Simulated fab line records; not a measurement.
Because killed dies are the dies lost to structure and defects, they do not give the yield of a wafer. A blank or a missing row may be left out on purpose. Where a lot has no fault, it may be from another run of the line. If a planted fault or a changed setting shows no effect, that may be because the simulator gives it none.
fab line records	flow n5-finfet
[record] lots = 7	wafers = 21
route steps=1938 shown BEOL_M6@1204 BEOL_M7@1305
start-h: hours from the record's first day to the start of the lot's first wafer shown	wait-h: how many hours have passed since the lot's step before this one	" the same as in the row above	L1.1+2: a row that stands for several wafers	- no value, or no start was given	* or withheld: withheld	< > ~ a bound
route shown NAME@n: names a module that has steps shown in the file, with the first one's number in the route	usual: mean/standard deviation taken from wafers without a fault	same: alike in all rows	chamber/n: place in a boat	sites: each site's reading	_std_site: standard deviation across them	_edge_site: inner sites' mean taken away from outer sites' mean	radius-mm: how far each site lies from the wafer's centre	mask NAME#n: copy n	behind: tool/chamber where the wafer was last shaped	hold: the reason the lot was held/the length of the hold in hours/how it ended	device: which transistor (n, p or np) failed to switch	end of line: the tests these same wafers got at the end of their route	for a step that has no rows: nothing shown but its recipe	killed: the dies lost at the first sort to structure and to defects; this is not the yield of the wafer	map: shows each die of a wafer: x if killed, . if not, _ if none is there
set.NAME: the setting the step ran with; set.NAME@STEP: the setting that earlier step ran with	model.NAME: the simulator's own value behind a step, which no gauge read
lots with deliberately changed settings; one table per step, one row per wafer
[[steps]]
[step N5_BEOL_M6_EXPOSE_08]
[recipe] mask-id = M6	na = 1.35	source-shape = dipole	sigma-inner = 0.817	sigma-outer = 0.97	polarization = te	dose-mj = 68.25
lot.wafer	tool	chamber	start-h	wait-h	mask	set.dose-mj
L078.1+2+6	arfi-scanner-01	0	198.45	-	M6#0	68.25
L079.1+3+5	arfi-scanner-03	0	206.53	-	M6#0	68.25
L080.2	arfi-scanner-02	0	214.61	-	M6#0	68.25
L080.3+4	"	0	"	"	M6#0	73.25
L082.2+6	arfi-scanner-02	0	223.46	-	M6#0	68.25
L082.5	"	0	"	"	M6#0	66.39
L084.4+5+6	arfi-scanner-03	0	244.60	-	M6#0	68.25
L093.1+3+4	arfi-scanner-02	0	298.44	-	M6#0	68.25
L097.1+3+6	arfi-scanner-03	0	345.70	-	M6#0	68.25
[step N5_BEOL_M6_PEB_09]
[recipe] peb-temp-c = withheld	peb-time-s = 60	resist = CAR-ArF
[step N5_BEOL_M6_DEVELOP_10]
[recipe] develop-time-s = 30	developer = TMAH	resist = CAR-ArF	rinse-liquid = diw	dry = air-spin	dev-temp-c = 23
[step N5_BEOL_M6_CD_MEAS_11]
[recipe] target-cd-nm = 38.5	landing-energy-ev = 500	detector = se-inlens	polarity = opening
[usual] cd-nm = 38.5/0.57
lot.wafer	tool	chamber	start-h	wait-h	set.dose-mj@BEOL_M6_EXPOSE_08	cd-nm
L078.1	cd-sem-01	0	198.58	-	68.25	39.6
L078.2	"	0	"	"	68.25	39.5
L078.6	"	0	"	"	68.25	39.8
L079.1	cd-sem-01	0	206.67	-	68.25	37.1
L079.3	"	0	"	"	68.25	38.8
L079.5	"	0	"	"	68.25	37.9
L080.2	cd-sem-01	0	214.74	-	68.25	38.6
L080.3	"	0	"	"	73.25	42.9
L080.4	"	0	"	"	73.25	41.9
L082.2	cd-sem-02	0	223.58	-	68.25	37.9
L082.5	"	0	"	"	66.39	36.1
L082.6	"	0	"	"	68.25	38.7
L084.4	cd-sem-03	0	244.71	-	68.25	38.3
L084.5	"	0	"	"	68.25	39.2
L084.6	"	0	"	"	68.25	39.6
L093.1	cd-sem-03	0	298.57	-	68.25	38.3
L093.3	"	0	"	"	68.25	38.2
L093.4	"	0	"	"	68.25	38.0
L097.1	cd-sem-02	0	345.82	-	68.25	38.6
L097.3	"	0	"	"	68.25	38.5
L097.6	"	0	"	"	68.25	38.2
[step N5_BEOL_M6_DESCUM_16]
[recipe] chemistry = O2	time-s = 7.9	source-power-w = 50	bias-power-w = 20	pressure-mtorr = 20	rf-frequency-hz = 2.712e+07	temp-c = 40	resist = CAR-ArF	o2-flow-sccm = 225
[step N5_BEOL_M6_ETCH_61]
[recipe] chemistry = CF4	target = SiARC	target-depth-a = 455	mask-material = CAR-ArF	time-s = 75.8	ion-energy-ev = 80	pressure-mtorr = 40	source-w = 545	bias-w = 36	Ar_flow_sccm = 100	cf4-flow-sccm = 100	ends = cleared
lot.wafer	tool	chamber	start-h	wait-h	set.dose-mj@BEOL_M6_EXPOSE_08	model.BEOL_M6.cd-offset-nm
L078.1+2	rie-diel-06	2,3	198.70	0.0	68.25	1.2
L078.6	"	2	"	"	68.25	1
L079.1	rie-diel-01	1	206.91	0.0	68.25	-0.8
L079.3	"	3	"	"	68.25	0.6
L079.5	"	2	"	"	68.25	-0.2
L080.2	rie-diel-06	1	214.99	0.0	68.25	0.2
L080.3	"	2	"	"	73.25	4
L080.4	"	3	"	"	73.25	3.8
L082.2	rie-diel-06	0	223.70	0.0	68.25	-0.4
L082.5	"	0	"	"	66.39	-1.6
L082.6	"	1	"	"	68.25	0.2
L084.4	rie-diel-01	0	245.54	0.0	68.25	-0.6
L084.5	"	3	"	"	68.25	0.4
L084.6	"	1	"	"	68.25	0.6
L093.1	rie-diel-03	0	298.69	0.0	68.25	0.2
L093.3+4	"	1,3	"	"	68.25	-0.4
L097.1+3	rie-diel-03	1,3	345.95	0.0	68.25	0
L097.6	"	3	"	"	68.25	-0.2
[step N5_BEOL_M6_ETCH_62]
[recipe] chemistry = N2/H2	target = SOC	target-depth-a = 1100	overetch-a = 220	mask-material = SiARC	temp-c = 40	time-s = 165	ion-energy-ev = 200	pressure-mtorr = 30	source-w = 840	bias-w = 150	n2-flow-sccm = 200	h2-flow-sccm = 200
lot.wafer	tool	chamber	start-h	wait-h	set.dose-mj@BEOL_M6_EXPOSE_08	model.BEOL_M6.cd-offset-nm
L078.1+2+6	rie-diel-06	2,3,2	198.76	0.0	68.25	1.2
L079.1	rie-diel-01	1	206.97	0.0	68.25	-0.6
L079.3	"	3	"	"	68.25	0.6
L079.5	"	2	"	"	68.25	0
L080.2	rie-diel-06	1	215.04	0.0	68.25	0.2
L080.3	"	2	"	"	73.25	4.2
L080.4	"	3	"	"	73.25	3.8
L082.2	rie-diel-06	0	223.76	0.0	68.25	-0.2
L082.5	"	0	"	"	66.39	-1.4
L082.6	"	1	"	"	68.25	0.2
L084.4	rie-diel-01	0	245.64	0.1	68.25	-0.4
L084.5+6	"	3,1	"	"	68.25	0.4
L093.1	rie-diel-03	0	298.75	0.0	68.25	0.4
L093.3	"	1	"	"	68.25	-0.4
L093.4	"	3	"	"	68.25	0
L097.1	rie-diel-03	1	346.00	0.0	68.25	-0.2
L097.3+6	"	3	"	"	68.25	0
[step N5_BEOL_M6_STRIP_68]
[recipe] chemistry = N2/H2	temp-c = 40	n2-flow-sccm = 200	h2-flow-sccm = 200	rf-frequency-hz = 6e+07
[step N5_BEOL_M6_STRIP_67]
[recipe] chemistry = CF4	resist = SiARC	power-w = 300	bias-power-w = 75	pressure-mtorr = 50	cf4-flow-sccm = 150	rf-frequency-hz = 6e+07
[step N5_BEOL_M6_HM_OPEN_17]
[recipe] chemistry = Cl2/BCl3	target-depth-a = 200	overetch-a = 60	target = TiN	mask-material = SOC	ion-energy-ev = 150	pressure-mtorr = 10	icp-w = 1000	bias-w = 126	Cl2_flow_sccm = 53.25	bcl3-flow-sccm = 21.75	Ar_flow_sccm = 25
lot.wafer	tool	chamber	start-h	wait-h	set.target-thk-a@BEOL_M6_HM_DEP_02	model.etch.depth-nm
L078.1	rie-metal-02	1	198.94	0.0	200	20.06
L078.2	"	0	"	"	200	20.42
L078.6	"	0	"	"	200	20.25
L079.1	rie-metal-01	1	207.15	0.0	200	19.72
L079.3	"	0	"	"	200	19.43
L079.5	"	1	"	"	212.3	20.81
L080.2	rie-metal-03	1	215.23	0.0	175.5	17.41
L080.3	"	0	"	"	200	19.81
L080.4	"	1	"	"	175.5	17.36
L082.2	rie-metal-01	0	223.95	0.0	200	20.07
L082.5	"	0	"	"	200	20.16
L082.6	"	1	"	"	181.1	18.38
L084.4	rie-metal-02	1	245.79	0.1	200	20.17
L084.5	"	1	"	"	184.5	18.41
L084.6	"	0	"	"	184.5	18.54
L093.1	rie-metal-03	1	298.93	0.0	211.2	20.7
L093.3	"	1	"	"	211.2	21.02
L093.4	"	1	"	"	200	19.96
L097.1	rie-metal-03	0	346.19	0.0	200	19.55
L097.3	"	1	"	"	200	19.65
L097.6	"	0	"	"	200	19.79
[step N5_BEOL_M6_STRIP_19]
[recipe] chemistry = O2	power-w = 400	temp-c = 40	pressure-mtorr = 30	rf-frequency-hz = 6e+07	bias-power-w = 0	overash-fraction = 0.2	o2-flow-sccm = 225
[step N5_BEOL_M6_CD_MEAS_18]
[recipe] pitch-nm = 80	target-cd-nm = 40
[usual] cd-nm = 40.0/0.6
lot.wafer	tool	chamber	start-h	wait-h	set.dose-mj@BEOL_M6_EXPOSE_08	cd-nm
L078.1	cd-sem-02	-	199.12	0.0	68.25	41.2
L078.2	"	-	"	"	68.25	41.1
L078.6	"	-	"	"	68.25	41.5
L079.1	cd-sem-02	-	207.33	0.0	68.25	39.3
L079.3	"	-	"	"	68.25	40.8
L079.5	"	-	"	"	68.25	40.4
L080.2	cd-sem-02	-	215.47	0.1	68.25	40.4
L080.3	"	-	"	"	73.25	43.9
L080.4	"	-	"	"	73.25	43.9
L082.2	cd-sem-01	-	224.13	0.1	68.25	39.8
L082.5	"	-	"	"	66.39	38.6
L082.6	"	-	"	"	68.25	39.9
L084.4	cd-sem-02	-	246.10	0.0	68.25	39.9
L084.5	"	-	"	"	68.25	40.4
L084.6	"	-	"	"	68.25	40.5
L093.1	cd-sem-02	-	299.34	0.0	68.25	40.5
L093.3	"	-	"	"	68.25	39.8
L093.4	"	-	"	"	68.25	40.0
L097.1	cd-sem-01	-	346.38	0.0	68.25	39.8
L097.3	"	-	"	"	68.25	40.0
L097.6	"	-	"	"	68.25	40.1
[step N5_BEOL_M6_ETCH_66]
[recipe] chemistry = N2/H2	target = SOC	target-depth-a = 800	overetch-a = 160	mask-material = SiARC	temp-c = 40	time-s = 120	ion-energy-ev = 200	pressure-mtorr = 30	source-w = 840	bias-w = 150	n2-flow-sccm = 200	h2-flow-sccm = 200
[usual] rf-vpp-V = 524.5/1.8
lot.wafer	tool	chamber	start-h	wait-h	set.bias-w	rf-vpp-V	model.SiARC_of_BEOL_M6_COAT_64.thk-nm
L078.1	rie-diel-06	1	200.85	0.0	150	526.0	6.6
L078.2	"	2	"	"	150	524.5	6.2
L078.6	"	2	"	"	150	524.6	6.2
L079.1	rie-diel-03	1	209.28	0.0	129	475.0	7.4
L079.3	"	2	"	"	129	475.9	7.6
L079.5	"	3	"	"	150	524.3	6.6
L080.2	rie-diel-03	0	216.30	0.0	150	524.8	6.4
L080.3	"	2	"	"	174.7	575.9	5.6
L080.4	"	1	"	"	150	525.4	6.4
L082.2	rie-diel-03	2	225.19	0.0	133.4	485.2	7.4
L082.5	"	0	"	"	150	526.3	6.4
L082.6	"	3	"	"	133.4	487.4	7.4
L084.4	rie-diel-01	1	247.39	0.0	150	525.3	6.4
L084.5	"	3	"	"	160.8	544.3	6
L084.6	"	0	"	"	160.8	552.2	5.8
L093.1	rie-diel-01	0	300.03	0.0	150	526.9	6.2
L093.3	"	2	"	"	173.3	573.9	5.2
L093.4	"	1	"	"	173.3	578.0	5.2
L097.1	rie-diel-03	3	348.58	0.0	150	522.1	6.6
L097.3	"	0	"	"	150	525.3	6.6
L097.6	"	1	"	"	150	525.0	6.6
[step N5_BEOL_M6_TRENCH_ETCH_37]
[recipe] chemistry = C4F6/O2	target-depth-a = 944.35	target = SiCOH_lowk	time-s = 31.5	ion-energy-ev = 250	pressure-mtorr = 30	source-w = 345	bias-w = 185	Ar_flow_sccm = 300	C4F6_flow_sccm = 10	O2_flow_sccm = 10
lot.wafer	tool	chamber	start-h	wait-h	set.time-s	model.etch.depth-nm	model.BEOL_M6.feature-depth-nm
L078.1	rie-diel-06	1	-	-	28.03	83.01	83
L078.2	"	2	"	"	31.5	96.17	96.2
L078.6	"	2	"	"	31.5	96.47	96.4
L079.1	rie-diel-03	1	-	-	28.28	85.16	85.2
L079.3	"	2	"	"	31.5	91.27	91.2
L079.5	"	3	"	"	31.5	93.9	93.8
L080.2	rie-diel-03	0	-	-	31.5	95.95	96
L080.3	"	2	"	"	31.5	91.5	91.6
L080.4	"	1	"	"	28.56	86.17	86.2
L082.2	rie-diel-03	2	-	-	31.5	89.92	90
L082.5	"	0	"	"	31.5	93.22	93.2
L082.6	"	3	"	"	31.5	92.06	92
L084.4	rie-diel-01	1	-	-	35.7	107.6	107.6
L084.5	"	3	"	"	31.5	93.17	93.2
L084.6	"	0	"	"	31.5	95.12	95.2
L093.1	rie-diel-01	0	-	-	31.5	93.51	93.6
L093.3	"	2	"	"	31.5	94.56	94.6
L093.4	"	1	"	"	31.5	94.77	94.8
L097.1	rie-diel-03	3	-	-	31.5	91.5	91.4
L097.3	"	0	"	"	31.5	94.49	94.4
L097.6	"	1	"	"	31.5	93.69	93.6
[step N5_BEOL_M6_ETCH_41]
[recipe] chemistry = CH3F/O2	target = SiCN	target-depth-a = 297	taper-deg = 2	time-s = 52	ion-energy-ev = 120	mask-material = TiN	pressure-mtorr = 30	source-w = 395	bias-w = 75	Ar_flow_sccm = 150	CH3F_flow_sccm = 30	O2_flow_sccm = 20
[step N5_BEOL_M6_STRIP_80]
[recipe] chemistry = N2/H2	time-s = 10	power-w = 450	temp-c = 40	pressure-mtorr = 20	rf-frequency-hz = 6e+07	bias-power-w = 7	n2-flow-sccm = 200	h2-flow-sccm = 200
[step N5_BEOL_M6_OCD_MEAS_38]
[usual] trench-depth-nm = 93.6/1.7
lot.wafer	tool	chamber	start-h	wait-h	set.time-s@BEOL_M6_TRENCH_ETCH_37	trench-depth-nm
L078.1	ocd-02	-	201.19	-	28.03	82.2
L078.2	"	-	"	"	31.5	96.8
L078.6	"	-	"	"	31.5	96.6
L079.1	ocd-01	-	209.63	-	28.28	85.2
L079.3	"	-	"	"	31.5	91.5
L079.5	"	-	"	"	31.5	93.7
L080.2	ocd-01	-	216.65	-	31.5	95.5
L080.3	"	-	"	"	31.5	91.8
L080.4	"	-	"	"	28.56	86.0
L082.2	ocd-01	-	225.54	-	31.5	90.0
L082.5	"	-	"	"	31.5	93.1
L082.6	"	-	"	"	31.5	92.0
L084.4	ocd-01	-	247.70	-	35.7	107.6
L084.5	"	-	"	"	31.5	93.2
L084.6	"	-	"	"	31.5	95.4
L093.1	ocd-01	-	300.38	-	31.5	93.9
L093.3	"	-	"	"	31.5	94.2
L093.4	"	-	"	"	31.5	94.9
L097.1	ocd-01	-	348.93	-	31.5	92.3
L097.3	"	-	"	"	31.5	94.4
L097.6	"	-	"	"	31.5	93.5
[step N5_BEOL_M6_HM_STRIP_39]
[recipe] chemistry = peroxide-tin-strip	material = TiN	target-depth-a = 250	temp-c = 50	time-s = 158
[step N5_BEOL_M6_SRD_40]
[recipe] time-s = 30	temp-c = 23	rinse-liquid = diw	dry = ipa-marangoni
[step N5_BEOL_M6_PRECLEAN_42]
[recipe] chemistry = residue-remover	time-s = 60	temp-c = 40
[step N5_BEOL_M6_SRD_43]
[recipe] time-s = 30	temp-c = 23	rinse-liquid = diw	dry = ipa-marangoni
[step N5_BEOL_M6_CD_MEAS_35]
[recipe] target-cd-nm = 40	target-cd-y-nm = 28	polarity = opening
[usual] cd-nm = 40.0/0.61
lot.wafer	tool	chamber	start-h	wait-h	set.dose-mj@BEOL_M6_EXPOSE_08	cd-nm
L078.1	cd-sem-03	-	201.35	0.0	68.25	41.5
L078.2	"	-	"	"	68.25	40.9
L078.6	"	-	"	"	68.25	41.4
L079.1	cd-sem-02	-	209.78	0.0	68.25	39.3
L079.3	"	-	"	"	68.25	40.9
L079.5	"	-	"	"	68.25	40.0
L080.2	cd-sem-01	-	216.80	0.0	68.25	39.9
L080.3	"	-	"	"	73.25	43.6
L080.4	"	-	"	"	73.25	43.3
L082.2	cd-sem-01	-	225.69	0.0	68.25	39.6
L082.5	"	-	"	"	66.39	38.7
L082.6	"	-	"	"	68.25	40.5
L084.4	cd-sem-01	-	247.86	0.0	68.25	40.1
L084.5	"	-	"	"	68.25	40.7
L084.6	"	-	"	"	68.25	40.5
L093.1	cd-sem-01	-	300.54	0.0	68.25	39.9
L093.3	"	-	"	"	68.25	39.5
L093.4	"	-	"	"	68.25	40.2
L097.1	cd-sem-02	-	349.08	0.0	68.25	39.8
L097.3	"	-	"	"	68.25	39.8
L097.6	"	-	"	"	68.25	40.0
[step N5_BEOL_M6_CURE_75]
[recipe] temp-c = 370	time-s = 120	ambient = DMADMS/He	material = SiCOH_lowk
[step N5_BEOL_M6_DEGAS_44]
[recipe] ambient = vacuum	temp-c = 250	time-s = 60
[step N5_BEOL_M6_ECD_50]
[recipe] material = Cu	target-thk-a = 3000
[step N5_BEOL_M6_ANNEAL_51]
[recipe] temp-c = 225	time-s = 90	ambient = N2
[step N5_BEOL_M6_CMP_52]
[recipe] stop-on = SiCOH_lowk	t-overpolish-s = 6.9	down-force-psi = 1	platen-rpm = 50	clearing-platen-down-force-psi = 1.5	clearing-platen-rpm = 50	post-cmp-clean = cu-alkaline	target-thk-nm = 80	clearing-platen-pad-velocity-m-s = 0.99484	pad-velocity-m-s = 0.99484
lot.wafer	tool	chamber	start-h	wait-h	set.time-s@BEOL_M6_TRENCH_ETCH_37	model.Cu_of_BEOL_M6_ECD_50.thk-nm
L078.2	cmp-03	1	203.45	0.2	31.5	81.2
L078.1	"	3	"	"	28.03	69
L078.6	"	2	"	"	31.5	84.8
L079.3	cmp-04	2	212.01	0.2	31.5	76.6
L079.1	"	0	"	"	28.28	72
L079.5	"	3	"	"	31.5	80.6
L080.4	cmp-04	1	218.86	0.1	28.56	72.4
L080.2	"	3	"	"	31.5	83.2
L080.3	"	0	"	"	31.5	78
L082.2	cmp-04	3	227.82	0.3	31.5	77
L082.6	"	1	"	"	31.5	78
L082.5	"	2	"	"	31.5	79.4
L084.4	cmp-03	3	249.99	0.2	35.7	94.4
L084.6	"	0	"	"	31.5	80.2
L084.5	"	1	"	"	31.5	80.6
L093.4	cmp-04	0	303.57	0.1	31.5	80.8
L093.1	"	1	"	"	31.5	77.8
L093.3	"	2	"	"	31.5	79.4
L097.1	cmp-02	1	351.02	0.3	31.5	77.8
L097.3+6	"	2	"	"	31.5	81
[step N5_BEOL_M6_THK_MEAS_53]
[recipe] thk-meas-gauge = xrf	reads = Cu_of_BEOL_M6_ECD_50
[usual] M6_THK = 78.3/2
lot.wafer	tool	chamber	start-h	wait-h	set.time-s@BEOL_M6_TRENCH_ETCH_37	M6_THK[nm]
L078.1	film-metro-01	-	203.75	-	28.03	67.5
L078.2	"	-	"	"	31.5	79.7
L078.6	"	-	"	"	31.5	82.9
L079.1	film-metro-02	-	212.31	-	28.28	71.1
L079.3	"	-	"	"	31.5	75.4
L079.5	"	-	"	"	31.5	79.2
L080.2	film-metro-02	-	219.15	-	31.5	82.8
L080.3	"	-	"	"	31.5	77.1
L080.4	"	-	"	"	28.56	72.0
L082.2	film-metro-01	-	228.04	-	31.5	74.5
L082.5	"	-	"	"	31.5	76.8
L082.6	"	-	"	"	31.5	75.5
L084.4	film-metro-02	-	250.18	-	35.7	93.8
L084.5	"	-	"	"	31.5	79.9
L084.6	"	-	"	"	31.5	79.1
L093.1	film-metro-02	-	303.86	-	31.5	76.5
L093.3	"	-	"	"	31.5	78.1
L093.4	"	-	"	"	31.5	79.1
L097.1	film-metro-01	-	351.31	-	31.5	76.5
L097.3	"	-	"	"	31.5	79.7
L097.6	"	-	"	"	31.5	79.7
[step N5_BEOL_M6_PRE_CLEAN_55]
[recipe] gas = NH3	time-s = 15	temp-c = withheld	rf-power-w = 300
[step N5_BEOL_M6_DEP_56]
[recipe] material = SiCN	target-thk-a = 100	temp-c = withheld	precursor = 3MS/NH3	pressure-torr = 3	rf-w = 202	time-s = 17.5
[step N5_BEOL_M6_RS_MEAS_57]
[recipe] thk-meas-gauge = four-point-probe	reads = Cu_of_BEOL_M6_ECD_50+Co_of_BEOL_M6_CVD_78+TaN_of_BEOL_M6_ALD_77
[usual] M6_RS = 0.288/0.008
lot.wafer	tool	chamber	start-h	wait-h	set.time-s@BEOL_M6_TRENCH_ETCH_37	M6_RS[ohm/sq]
L078.1	film-metro-02	-	203.88	0.1	28.03	0.341
L078.2	"	-	"	"	31.5	0.281
L078.6	"	-	"	"	31.5	0.268
L079.1	film-metro-02	-	212.44	0.1	28.28	0.325
L079.3	"	-	"	"	31.5	0.302
L079.5	"	-	"	"	31.5	0.284
L080.2	film-metro-01	-	219.28	0.1	31.5	0.274
L080.3	"	-	"	"	31.5	0.295
L080.4	"	-	"	"	28.56	0.323
L082.2	film-metro-02	-	228.17	0.1	31.5	0.300
L082.5	"	-	"	"	31.5	0.289
L082.6	"	-	"	"	31.5	0.295
L084.4	film-metro-02	-	250.31	0.0	35.7	0.236
L084.5	"	-	"	"	31.5	0.284
L084.6	"	-	"	"	31.5	0.285
L093.1	film-metro-01	-	303.99	0.1	31.5	0.296
L093.3	"	-	"	"	31.5	0.289
L093.4	"	-	"	"	31.5	0.282
L097.1	film-metro-02	-	351.44	0.1	31.5	0.296
L097.3	"	-	"	"	31.5	0.282
L097.6	"	-	"	"	31.5	0.282
[step N5_BEOL_M7_VIA_ETCH_34]
[recipe] chemistry = C4F6/O2	target = SiCOH_lowk	target-depth-a = 1255	mask-material = SOC	taper-deg = 4	time-s = 50.5	ion-energy-ev = 250	pressure-mtorr = 30	source-w = 345	bias-w = 185	Ar_flow_sccm = 300	C4F6_flow_sccm = 10	O2_flow_sccm = 10
[usual] rf-vpp-V = 670/17
lot.wafer	tool	chamber	start-h	wait-h	set.bias-w	rf-vpp-V
L078.1	rie-diel-05	0	209.42	0.0	206.4	744
L078.2	"	3	"	"	185	669
L078.6	"	3	"	"	206.4	729
L079.1	rie-diel-05	2	216.16	0.0	185	635
L079.3	"	3	"	"	170	624
L079.5	"	3	"	"	185	669
L080.2	rie-diel-05	0	222.64	0.0	185	681
L080.3	"	2	"	"	166.6	582
L080.4	"	3	"	"	166.6	614
L082.2	rie-diel-05	0	232.19	0.0	155.8	596
L082.5	"	3	"	"	155.8	583
L082.6	"	0	"	"	185	683
L084.4	rie-diel-02	1	264.67	0.0	174.6	637
L084.5	"	0	"	"	174.6	630
L084.6	"	3	"	"	185	657
L093.1	rie-diel-04	0	309.25	0.0	185	685
L093.3	"	1	"	"	185	679
L093.4	"	2	"	"	185	684
L097.1	rie-diel-04	1	357.84	0.0	185	678
L097.3	"	0	"	"	185	687
L097.6	"	1	"	"	185	679
[step N5_BEOL_M7_ETCH_41]
[recipe] chemistry = CH3F/O2	target = SiCN	target-depth-a = 319	taper-deg = 2	time-s = 57.8	ion-energy-ev = 120	mask-material = TiN	pressure-mtorr = 30	source-w = 395	bias-w = 75	Ar_flow_sccm = 150	CH3F_flow_sccm = 30	O2_flow_sccm = 20
[usual] rf-vpp-V = 297.6/1.5
lot.wafer	tool	chamber	start-h	wait-h	set.source-w	rf-vpp-V
L078.1	rie-diel-05	0	-	-	375.6	304.8
L078.2	"	3	"	"	375.6	299.8
L078.6	"	3	"	"	395	295.4
L079.1	rie-diel-05	2	-	-	395	294.4
L079.3	"	3	"	"	395	295.8
L079.5	"	3	"	"	325.2	314.5
L080.2	rie-diel-05	0	-	-	395	298.0
L080.3	"	2	"	"	395	294.8
L080.4	"	3	"	"	395	295.7
L082.2	rie-diel-05	0	-	-	395	299.5
L082.5	"	3	"	"	395	295.3
L082.6	"	0	"	"	395	297.6
L084.4	rie-diel-02	1	-	-	395	296.4
L084.5	"	0	"	"	395	296.0
L084.6	"	3	"	"	449.6	286.5
L093.1	rie-diel-04	0	-	-	395	298.6
L093.3	"	1	"	"	340.7	314.3
L093.4	"	2	"	"	340.7	312.6
L097.1	rie-diel-04	1	-	-	395	299.3
L097.3	"	0	"	"	395	298.2
L097.6	"	1	"	"	395	299.1
[[key]]
[split] step = N5_BEOL_M6_EXPOSE_08	setting = dose-mj	stated = 68.25	by = wafer
[response] step = N5_BEOL_M6_CD_MEAS_11	reading = cd-nm	change = +0.549	per = 1%	r = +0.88
[response] step = N5_BEOL_M6_ETCH_61	reading = model.BEOL_M6.cd-offset-nm	change = +0.511	per = 1%	r = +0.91
[response] step = N5_BEOL_M6_ETCH_62	reading = model.BEOL_M6.cd-offset-nm	change = +0.518	per = 1%	r = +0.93
[response] step = N5_BEOL_M6_CD_MEAS_18	reading = cd-nm	change = +0.482	per = 1%	r = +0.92
[response] step = N5_BEOL_M6_CD_MEAS_35	reading = cd-nm	change = +0.488	per = 1%	r = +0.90
[split] step = N5_BEOL_M6_ETCH_66	setting = bias-w	stated = 150	by = wafer
[response] step = N5_BEOL_M6_ETCH_66	reading = rf-vpp-V	change = +3.27	per = 1%	r = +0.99
[response] step = N5_BEOL_M6_ETCH_66	reading = model.SiARC_of_BEOL_M6_COAT_64.thk-nm	change = -0.0634	per = 1%	r = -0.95
[split] step = N5_BEOL_M6_TRENCH_ETCH_37	setting = time-s	stated = 31.5	by = wafer
[response] step = N5_BEOL_M6_TRENCH_ETCH_37	reading = model.etch.depth-nm	change = +0.962	per = 1%	r = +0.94
[response] step = N5_BEOL_M6_TRENCH_ETCH_37	reading = model.BEOL_M6.feature-depth-nm	change = +0.959	per = 1%	r = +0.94
[response] step = N5_BEOL_M6_OCD_MEAS_38	reading = trench-depth-nm	change = +0.985	per = 1%	r = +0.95
[response] step = N5_BEOL_M6_CMP_52	reading = model.Cu_of_BEOL_M6_ECD_50.thk-nm	change = +0.988	per = 1%	r = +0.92
[response] step = N5_BEOL_M6_THK_MEAS_53	reading = M6_THK	change = +0.98	per = 1%	r = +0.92
[response] step = N5_BEOL_M6_RS_MEAS_57	reading = M6_RS	change = -0.0042	per = 1%	r = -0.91
[split] step = N5_BEOL_M7_VIA_ETCH_34	setting = bias-w	stated = 185	by = wafer
[response] step = N5_BEOL_M7_VIA_ETCH_34	reading = rf-vpp-V	change = +5.95	per = 1%	r = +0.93
[split] step = N5_BEOL_M7_ETCH_41	setting = source-w	stated = 395	by = wafer
[response] step = N5_BEOL_M7_ETCH_41	reading = rf-vpp-V	change = -0.997	per = 1%	r = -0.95
split outside-this-file step=N5_BEOL_M6_HM_DEP_02 setting=target-thk-a
// split outside-this-file: this setting was split too, and the file shows its column; the key of that split is in another file
